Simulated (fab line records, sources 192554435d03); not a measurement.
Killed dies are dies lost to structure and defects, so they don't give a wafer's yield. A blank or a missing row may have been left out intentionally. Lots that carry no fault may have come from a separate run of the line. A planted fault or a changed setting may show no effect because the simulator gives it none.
Chamber matching | flow n5 finfet | 3 sister chambers for N5_BEOL_M0_SAQP_ALD_48 on ald sin-02
The step deposits SiO2, target thk 20 nm, pulse time 1 s, co reactant pulse time 1 s. 6 wafers are shown with their chamber, then 4 later ones without.

EACH WAFER AND ITS CHAMBER
wafer  | chamber | heater power w (W) | precursor pulse height rel
L077.3 | 2       | 73                 | 1.007
L080.4 | 1       | 85                 | 1.005
L080.5 | 3       | 73                 | 1.016
L080.6 | 2       | 72                 | 0.969
L087.1 | 3       | 73                 | 0.995
L087.2 | 1       | 89                 | 1.016

WAFERS WITH NO CHAMBER GIVEN
wafer  | heater power w (W) | precursor pulse height rel
L089.1 | 66                 | 1.014
L089.6 | 91                 | 0.993
L095.3 | 92                 | 0.990
L095.5 | 90                 | 1.008

EACH ONE'S CHAMBER
wafer  | from the rows above     | in truth
L089.1 | can't be placed: 2 or 3 | 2
L089.6 | 1                       | 1
L095.3 | 1                       | 1
L095.5 | 1                       | 1
Placed correctly: 3 of 4. Can't be placed from these rows: 1 (the true chamber is among the candidates in 1). Placed wrongly: 0.
How it was worked out, from the rows above alone: a wafer's distance from a chamber is the root of the sum, over the readings, of the square of ((its reading less the chamber's mean) divided by the reading's scatter). The wafer belongs to the nearest chamber; if the next one is less than 2 further off, it can't be placed. The mean given for a chamber averages the wafers shown for that chamber. The scatter: the root of (the sum of the squares of (reading less its chamber's mean) over the shown wafers, divided by (wafers less chambers)).
